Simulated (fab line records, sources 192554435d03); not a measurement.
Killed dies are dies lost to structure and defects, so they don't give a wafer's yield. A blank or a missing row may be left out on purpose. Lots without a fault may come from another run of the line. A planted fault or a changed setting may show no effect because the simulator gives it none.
Problem report in the 8D (eight disciplines) form, filled by code | flow n5_finfet | the parts of the form that need people (team, actions taken, sign-off) are left out

1. THE PROBLEM
REXT_N at N5_BEOL_M4_RC_MEAS_101 reads a mean of 90.3 ohm.um on 2 wafers of 2 lots; wafers without a fault read 75.5 ohm.um with a standard deviation of 1.5. That is +9.9 standard deviations from the usual mean.
First seen on wafer L911.3, day 11 09:18, on prober-01. The record holds 32 wafers of 11 lots with a number at this step. Rule for "out", or "out of limits": more than 4 standard deviations from the usual mean. The other wafers with a number count as sound.

2. WHAT IT IS AND WHAT IT IS NOT
question                    | is                | is not
which readings at this step | REXT_N            | DIBL_N, DIBL_P, IOFF_N, IOFF_P, ION_P, SS_P, VT_P
which lots                  | L911, L915        | L899, L900, L901, L903, L904, L907, L908, L909, L910
which wafers of those lots  | L911.3, L915.6    | L911.4, L911.5, L915.4
read on which gauges        | prober-01         | prober-02
when                        | from day 11 09:18 | up to then (29 sound wafers); but 1 sound wafer of L915 came after

3. SUSPECTS, AND WHAT RULES EACH OUT
Counting: a tool at a process step up to the reading stays a suspect if it ran every lot that is out. Sound lots after the first of them don't rule it out here, since some wafers of a struck lot are sound.
- the gauge at N5_BEOL_M4_RC_MEAS_101: ruled out. All the wafers that are out were read on prober-01, but those of them that N5_PASSIVATION_PROBE_49 has rows for are out there too, on other tools.
- epi_rpcvd-01 at N5_SD_EPI_N_VAPOR_ETCH_50 (etches Si in HCl, time 54 s): kept. It ran every lot that is out, first L911 (day 6 05:49); its last sound lot up to then is L910 (day 5 23:11).
- pvd_sputter-03 at N5_BEOL_M4_ANNEAL_89 (time 240 s): kept. It ran every lot that is out, first L911 (day 11 07:03); its last sound lot up to then is L909 (day 10 18:05).
Left after counting: epi_rpcvd-01 at N5_SD_EPI_N_VAPOR_ETCH_50, pvd_sputter-03 at N5_BEOL_M4_ANNEAL_89.

4. THE CAUSE (what the simulator had put in)
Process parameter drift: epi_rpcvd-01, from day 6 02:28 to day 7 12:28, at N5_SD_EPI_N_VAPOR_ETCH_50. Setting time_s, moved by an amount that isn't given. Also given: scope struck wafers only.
Counting left 2 suspects, and this tool is among them.

5. THE CHAIN OF EFFECTS, in route order
Each row: a reading whose mean over the struck wafers that have a number lies more than 3 standard deviations from the usual. Only readings for which the record gives a usual standard deviation are gone through. hours: the time from each lot's start at the first step in this table that gives one to its start at this step, as a median over the lots. sigmas: the change in usual standard deviations.
hours | step                    | reading          | usual       | on struck wafers | change | sigmas
0     | N5_BEOL_M4_RC_MEAS_101  | REXT_N           | 75.5 ohm.um | 90.3             | +14.8  | +9.9
99    | N5_PASSIVATION_PROBE_49 | sort_bin_8_speed | 0.00 %      | 1.10             | +1.10  | +92
The process steps in it:
- N5_PASSIVATION_PROBE_49

6. WHAT WOULD HAVE CAUGHT IT SOONER
In this record the first reading out of limits at a measuring or inspecting step was taken at day 11 09:18, 127 hours after the fault began at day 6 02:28.
Of the tool readings at N5_SD_EPI_N_VAPOR_ETCH_50 for which the record gives a usual standard deviation, none was out on any struck wafer, so an alarm limit of 4 standard deviations on them would not have fired.
All the lots that are out (2) had begun N5_SD_EPI_N_VAPOR_ETCH_50 on epi_rpcvd-01 by day 11 09:18. A hold on the tool at that time would have spared none of them.
